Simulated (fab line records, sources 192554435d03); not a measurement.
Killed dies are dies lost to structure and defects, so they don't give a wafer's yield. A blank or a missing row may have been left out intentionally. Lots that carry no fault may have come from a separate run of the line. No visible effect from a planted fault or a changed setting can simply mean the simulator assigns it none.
fab line records -- flow n5-finfet -- part 2 of 2: steps 5 to 6 of 6
record: lots: 19, wafers: 57, last-day: 19
route steps=1938 shown ZERO_LAYER@15 FIN_SAQP@114
lots untouched by any fault: they come from a run of this same line in which no faults occurred
start-h: hours from the record's opening day to when the first of the lot's shown wafers began -- wait-h: how many hours have passed since the lot's step before this one -- " identical to the entry in the row above -- L1.1+2: one row covering several wafers at once -- - no value present, or no start provided -- * or withheld: withheld -- < > ~ a bound
route shown NAME@n: a module of which the file shows steps, and the number in the route of the first -- usual: average and standard deviation across the fault-free wafers -- same: alike in all rows -- chamber/n: place in a boat -- sites: per-site readings -- _std_site: the values' standard deviation -- _edge_site: mean of outer sites minus mean of inner sites -- radius-mm: for every site, how far away it sits from the centre of the wafer -- mask NAME#n: copy n -- behind: the last tool/chamber to shape the wafer -- hold: why the lot was held/for how many hours/how that ended -- device: whichever transistor did not switch (one of n, p or np) -- end of line: tests of these same wafers at the route's end -- step lacking rows: just its recipe -- killed: dies lost to structure and defects at the first sort, not the wafer's yield -- map: a wafer's dies, x killed, . not, _ none there
set.NAME: the setting the step ran with; set.NAME@STEP: the setting that earlier step ran with -- model.NAME: the simulator's own value behind a step, which no gauge read
steps of the route over a sample of lots; a table a step, a row a wafer
services: the hour from which a tool's chamber was out of use, counted from the record's first day as start-h (under 0 if before that day), plus the number of hours and why
== steps ==
step: N5_FIN_SAQP_SPACER1_ALD_24
recipe: material: SiO2, target-thk-a: 203, temp-c: 300, ald-precursor-family: BDEAS, ald-co-reactant: O2-plasma, pulse-time-s: 1, purge-time-s: 2, co-reactant-purge-time-s: 2, ald-cycles: 218, pressure-torr: 2
usual: heater-power-w: 466/57, precursor-pulse-height-rel: 0.998/0.019
same: ald-cycles: 218
lot.wafer,tool,chamber,start-h,wait-h,heater-power-w,precursor-pulse-height-rel
L074.2,ald-sin-04,2,24.57,0.3,514,1.039
L074.4,ald-sin-04,3,24.57,0.3,508,1.008
L074.5,ald-sin-04,1,24.57,0.3,475,1.002
L075.1,ald-sin-01,1,36.09,0.3,484,1.026
L075.3,ald-sin-01,2,36.09,0.3,471,1.017
L075.5,ald-sin-01,3,36.09,0.3,350,1.008
L078.1,ald-sin-01,0,48.24,0.3,385,0.987
L078.2,ald-sin-01,1,48.24,0.3,479,1.002
L078.6,ald-sin-01,1,48.24,0.3,471,1.008
L079.3,ald-sin-03,0,53.64,0.7,590,0.982
L079.4,ald-sin-03,3,53.64,0.7,453,1.019
L079.6,ald-sin-03,3,53.64,0.7,473,1.023
L080.1,ald-sin-03,1,58.95,0.3,408,0.974
L080.2,ald-sin-03,3,58.95,0.3,451,0.982
L080.6,ald-sin-03,0,58.95,0.3,554,0.984
L081.2,ald-sin-01,1,64.84,0.3,466,1.004
L081.3,ald-sin-01,2,64.84,0.3,462,1.006
L081.5,ald-sin-01,3,64.84,0.3,346,0.988
L082.2,ald-sin-04,3,70.89,0.3,490,0.993
L082.5,ald-sin-04,2,70.89,0.3,522,0.988
L082.6,ald-sin-04,1,70.89,0.3,481,1.017
L084.1,ald-sin-01,3,85.44,0.3,354,0.948
L084.3,ald-sin-01,1,85.44,0.3,480,0.980
L084.6,ald-sin-01,2,85.44,0.3,467,0.987
L085.1,ald-sin-01,2,93.75,1.3,473,1.024
L085.2,ald-sin-01,0,93.75,1.3,392,0.972
L085.6,ald-sin-01,2,93.75,1.3,470,0.975
L086.4,ald-sin-04,2,97.00,0.2,518,1.017
L086.5,ald-sin-04,1,97.00,0.2,471,0.975
L086.6,ald-sin-04,2,97.00,0.2,517,0.986
L087.1,ald-sin-04,1,102.26,1.0,463,1.011
L087.3,ald-sin-04,0,102.26,1.0,489,0.964
L087.5,ald-sin-04,2,102.26,1.0,525,1.010
L088.2,ald-sin-04,3,108.81,0.3,514,0.982
L088.3,ald-sin-04,2,108.81,0.3,536,1.044
L088.6,ald-sin-04,1,108.81,0.3,475,1.032
L089.3,ald-sin-03,3,113.94,0.1,450,1.019
L089.4,ald-sin-03,1,113.94,0.1,414,0.973
L089.6,ald-sin-03,2,113.94,0.1,541,0.993
L092.1,ald-sin-03,2,130.80,0.3,548,1.035
L092.4,ald-sin-03,1,130.80,0.3,420,0.998
L092.5,ald-sin-03,2,130.80,0.3,547,0.994
L093.1,ald-sin-01,3,136.87,0.3,346,0.999
L093.4,ald-sin-01,2,136.87,0.3,475,0.974
L093.5,ald-sin-01,0,136.87,0.3,396,1.000
L094.2,ald-sin-01,0,144.87,0.3,399,1.019
L094.5,ald-sin-01,0,144.87,0.3,409,1.016
L094.6,ald-sin-01,3,144.87,0.3,359,0.987
L095.1,ald-sin-04,3,151.49,0.3,518,0.997
L095.3,ald-sin-04,0,151.49,0.3,493,0.995
L095.4,ald-sin-04,1,151.49,0.3,479,1.034
L096.4,ald-sin-03,3,156.50,0.1,466,0.999
L096.5,ald-sin-03,2,156.50,0.1,515,1.001
L096.6,ald-sin-03,1,156.50,0.1,439,0.980
L097.1,ald-sin-04,2,161.99,0.3,509,1.012
L097.2,ald-sin-04,0,161.99,0.3,497,1.013
L097.5,ald-sin-04,3,161.99,0.3,517,0.980
step: N5_FIN_SAQP_STRIP_70
recipe: chemistry: N2/H2, power-w: 500, temp-c: 40, pressure-mtorr: 50, rf-frequency-hz: 6e+07, overash-fraction: 0.3, bias-power-w: 28, h2-frac: 0.5, n2-flow-sccm: 300, h2-flow-sccm: 300
usual: drypump-motor-current-A: 6.0/0.43, h2-flow-sccm: 300.1/0.97, oes-product-au: 0.78/0.079, rf-vpp-V: 122.1/0.98, showerhead-plenum-p-Torr: 3.39/0.1, throttle-valve-pct: 18.9/0.32
lot.wafer,tool,chamber,start-h,wait-h,drypump-motor-current-A,h2-flow-sccm,oes-product-au,rf-hours-counter-h,rf-vpp-V,showerhead-plenum-p-Torr,throttle-valve-pct
L074.2,rie-diel-06,0,26.44,0.0,5.7,300.7,0.85,77,123.7,3.51,18.4
L074.4,rie-diel-06,3,26.44,0.0,5.3,300.1,0.66,237,123.8,3.44,19.2
L074.5,rie-diel-06,3,26.44,0.0,5.3,302.0,0.66,-,122.4,3.44,19.1
L075.1,rie-diel-06,2,38.28,0.0,5.4,300.3,0.78,141,120.9,3.38,18.7
L075.3,rie-diel-06,1,38.28,0.0,6.5,300.5,0.74,186,122.7,3.48,19.3
L075.5,rie-diel-06,2,38.28,0.0,5.4,299.0,0.78,-,121.0,3.38,18.7
L078.1,rie-diel-01,3,49.97,0.0,6.1,299.5,0.75,179,121.9,3.34,19.2
L078.2,rie-diel-01,1,49.97,0.0,5.9,299.8,0.75,123,122.2,3.21,18.5
L078.6,rie-diel-01,1,49.97,0.0,6.0,300.7,0.75,-,121.9,3.21,18.5
L079.3,rie-diel-06,0,55.51,0.0,5.7,299.9,0.84,83,124.8,3.51,18.4
L079.4,rie-diel-06,2,55.51,0.0,5.4,300.9,0.77,-,121.1,3.37,18.7
L079.6,rie-diel-06,1,55.51,0.0,6.5,300.2,0.73,-,122.2,3.47,19.4
L080.1,rie-diel-06,2,60.69,0.0,5.4,299.5,0.77,153,121.4,3.37,18.7
L080.2,rie-diel-06,1,60.69,0.0,6.5,299.1,0.72,198,121.5,3.47,19.4
L080.6,rie-diel-06,2,60.69,0.0,5.4,300.1,0.78,-,121.6,3.37,18.7
L081.2,rie-diel-01,3,66.57,0.0,6.1,299.3,0.73,185,123.0,3.34,19.2
L081.3,rie-diel-01,0,66.57,0.0,6.5,301.9,0.82,100,122.7,3.51,19.1
L081.5,rie-diel-01,0,66.57,0.0,6.5,299.5,0.81,-,121.7,3.51,19.1
L082.2,rie-diel-06,0,72.70,0.0,5.8,302.7,0.84,88,121.9,3.51,18.4
L082.5,rie-diel-06,0,72.70,0.0,5.7,301.0,0.84,-,121.8,3.51,18.4
L082.6,rie-diel-06,1,72.70,0.0,6.5,299.7,0.73,-,122.1,3.47,19.4
L084.1,rie-diel-01,1,87.35,0.0,5.9,298.6,0.74,138,120.2,3.20,18.5
L084.3,rie-diel-01,3,87.35,0.0,6.2,299.3,0.73,195,122.5,3.33,19.2
L084.6,rie-diel-01,2,87.35,0.0,6.3,299.3,1.01,-,124.0,3.44,18.7
L085.1,rie-diel-06,0,95.77,0.0,5.7,300.7,0.83,95,124.6,3.50,18.4
L085.2,rie-diel-06,2,95.77,0.0,5.4,300.6,0.76,165,122.7,3.36,18.8
L085.6,rie-diel-06,1,95.77,0.0,6.5,299.9,0.73,-,122.2,3.47,19.4
L086.4,rie-diel-06,0,98.78,0.0,5.8,300.3,0.83,96,122.3,3.50,18.4
L086.5,rie-diel-06,2,98.78,0.0,5.4,300.8,0.76,-,121.5,3.36,18.7
L086.6,rie-diel-06,1,98.78,0.0,6.6,299.9,0.73,-,121.5,3.47,19.4
L087.1,rie-diel-06,2,104.02,0.0,5.4,300.5,0.75,168,122.7,3.36,18.7
L087.3,rie-diel-06,1,104.02,0.0,6.5,299.7,0.73,212,122.5,3.47,19.4
L087.5,rie-diel-06,3,104.02,0.0,5.3,300.6,0.90,-,122.9,3.42,18.7
L088.2,rie-diel-01,0,110.67,0.0,6.4,300.3,0.80,118,122.7,3.50,19.1
L088.3,rie-diel-01,1,110.67,0.0,6.0,300.3,0.73,147,121.0,3.20,18.5
L088.6,rie-diel-01,1,110.67,0.0,6.0,301.5,0.73,-,123.1,3.20,18.5
L089.3,rie-diel-01,2,115.69,0.0,6.3,300.2,0.98,11,122.6,3.43,18.7
L089.4,rie-diel-01,0,115.69,0.0,6.4,299.7,0.80,120,121.8,3.50,19.1
L089.6,rie-diel-01,2,115.69,0.0,6.3,301.6,0.97,-,121.3,3.43,18.7
L092.1,rie-diel-03,1,132.53,0.0,5.5,300.3,0.83,57,121.8,3.42,18.8
L092.4,rie-diel-03,2,132.53,0.0,5.4,300.0,0.75,164,121.5,3.38,18.9
L092.5,rie-diel-03,2,132.53,0.0,5.4,300.8,0.75,-,122.1,3.38,18.9
L093.1,rie-diel-01,1,139.08,0.0,6.0,301.2,0.72,157,120.3,3.19,18.5
L093.4,rie-diel-01,2,139.08,0.0,6.3,299.3,0.95,18,123.4,3.43,18.7
L093.5,rie-diel-01,3,139.08,0.0,6.1,299.8,0.72,-,121.4,3.33,19.2
L094.2,rie-diel-01,2,146.74,0.0,6.2,298.6,0.94,19,122.3,3.43,18.7
L094.5,rie-diel-01,2,146.74,0.0,6.3,299.5,0.95,-,121.7,3.43,18.7
L094.6,rie-diel-01,1,146.74,0.0,5.9,299.3,0.72,-,121.1,3.19,18.5
L095.1,rie-diel-01,0,153.25,0.0,6.4,297.9,0.78,133,122.0,3.49,19.1
L095.3,rie-diel-01,2,153.25,0.0,6.3,301.4,0.93,23,121.1,3.43,18.7
L095.4,rie-diel-01,1,153.25,0.0,6.0,300.4,0.73,162,120.8,3.19,18.6
L096.4,rie-diel-03,1,158.24,0.0,5.5,300.1,0.83,66,122.3,3.42,18.8
L096.5,rie-diel-03,3,158.24,0.0,6.3,300.3,0.86,-,120.7,3.26,18.5
L096.6,rie-diel-03,0,158.24,0.0,6.1,299.9,0.72,-,123.0,3.31,18.9
L097.1,rie-diel-03,1,163.73,0.0,5.5,298.0,0.83,68,123.2,3.42,18.8
L097.2,rie-diel-03,2,163.73,0.0,5.4,301.0,0.74,175,121.3,3.37,18.9
L097.5,rie-diel-03,3,163.73,0.0,6.3,299.6,0.86,-,121.4,3.26,18.5
== services ==
tool,chamber,start-h,hours,kind
rie-diel-02,3,-8.91,7.8,repair
rie-diel-01,2,-7.71,8.9,repair
rie-diel-04,-,-2.73,2.8,pm
ald-sin-01,3,7.93,4.3,repair
rie-diel-03,-,11.78,0.3,repair
ald-sin-04,0,20.59,6.1,repair
rie-diel-01,0,24.77,4.8,repair
rie-diel-06,0,27.07,16.7,repair
ald-sin-01,0,51.21,1.7,repair
rie-diel-03,3,52.75,23.1,repair
ald-sin-03,2,55.24,9.3,repair
rie-diel-04,0,61.47,8.6,repair
rie-diel-01,2,66.15,-,clean
rie-diel-01,2,66.15,-,consumable-replace:focus-ring
rie-diel-05,1,68.25,16.4,repair
rie-diel-05,-,69.73,15.6,pm
rie-diel-04,2,79.75,5.4,repair
ald-sin-03,-,85.25,14.0,pm
rie-diel-03,1,92.41,36.0,repair
ald-sin-03,0,111.63,3.1,repair
ald-sin-01,3,121.34,8.3,repair
rie-diel-02,0,137.14,1.7,repair
rie-diel-05,0,139.20,12.1,repair
ald-sin-03,3,150.42,5.6,repair
